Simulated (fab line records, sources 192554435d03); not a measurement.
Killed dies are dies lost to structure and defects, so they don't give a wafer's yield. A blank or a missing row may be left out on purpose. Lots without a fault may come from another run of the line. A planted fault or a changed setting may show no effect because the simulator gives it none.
Chamber matching | flow n5_finfet | N5_BEOL_M8_ETCH_72 on rie_diel-05: 4 sister chambers
The step etches underlayer in N2/H2, target depth 6.5 nm, time 5.2 s. 18 wafers are shown with their chamber, then 9 later ones without.

WAFERS WITH THEIR CHAMBER
wafer  | chamber | showerhead_plenum_p_Torr (Torr) | drypump_motor_current_A (A) | throttle_valve_pct (%)
L074.2 | 2       | 2.62                            | 5.5                         | 17.89
L074.4 | 3       | 2.62                            | 6.1                         | 18.19
L074.6 | 0       | 2.48                            | 6.1                         | 17.56
L077.2 | 0       | 2.48                            | 6.1                         | 17.57
L077.4 | 3       | 2.61                            | 6.1                         | 18.21
L077.5 | 0       | 2.48                            | 6.1                         | 17.57
L082.4 | 1       | 2.49                            | 5.8                         | 17.52
L082.5 | 3       | 2.61                            | 6.0                         | 18.24
L082.6 | 2       | 2.61                            | 5.5                         | 17.58
L081.3 | 2       | 2.61                            | 5.5                         | 17.56
L081.5 | 1       | 2.49                            | 5.7                         | 17.54
L081.6 | 0       | 2.47                            | 6.1                         | 17.59
L083.4 | 3       | 2.61                            | 6.1                         | 18.29
L083.5 | 0       | 2.47                            | 6.1                         | 17.57
L083.6 | 1       | 2.49                            | 5.8                         | 17.54
L087.1 | 3       | 2.61                            | 6.1                         | 18.25
L087.3 | 1       | 2.49                            | 5.8                         | 17.56
L087.6 | 3       | 2.61                            | 6.1                         | 18.27

SIGNATURES (means of the wafers above)
reading                  | chamber 0 | chamber 1 | chamber 2 | chamber 3 | scatter within a chamber
showerhead_plenum_p_Torr | 2.4760    | 2.4900    | 2.6133    | 2.6117    | 0.00439
drypump_motor_current_A  | 6.100     | 5.775     | 5.500     | 6.083     | 0.0336
throttle_valve_pct       | 17.5720   | 17.5400   | 17.6767   | 18.2417   | 0.074
Rule: a wafer's distance from a chamber is the root of the sum, over the readings, of the square of ((its reading less the chamber's mean) divided by the reading's scatter). The wafer belongs to the nearest chamber; if the next one is less than 2 further off, it can't be placed. The scatter: the root of (the sum of the squares of (reading less its chamber's mean) over the shown wafers, divided by (wafers less chambers)).

WAFERS WITHOUT THEIR CHAMBER
wafer  | showerhead_plenum_p_Torr (Torr) | drypump_motor_current_A (A) | throttle_valve_pct (%)
L086.1 | 2.61                            | 6.1                         | 18.26
L086.3 | 2.61                            | 5.5                         | 17.58
L086.5 | 2.61                            | 6.1                         | 18.24
L092.2 | 2.60                            | 5.5                         | 17.62
L092.3 | 2.48                            | 5.7                         | 17.57
L092.6 | 2.48                            | 5.8                         | 17.59
L094.1 | 2.60                            | 5.5                         | 17.61
L094.5 | 2.46                            | 6.1                         | 17.62
L094.6 | 2.48                            | 5.8                         | 17.57

WHICH CHAMBER EACH WENT THROUGH
wafer  | from the rows above | in truth
L086.1 | 3                   | 3
L086.3 | 2                   | 2
L086.5 | 3                   | 3
L092.2 | 2                   | 2
L092.3 | 1                   | 1
L092.6 | 1                   | 1
L094.1 | 2                   | 2
L094.5 | 0                   | 0
L094.6 | 1                   | 1
Placed correctly: 9 of 9. Can't be placed from these rows: 0. Placed wrongly: 0.
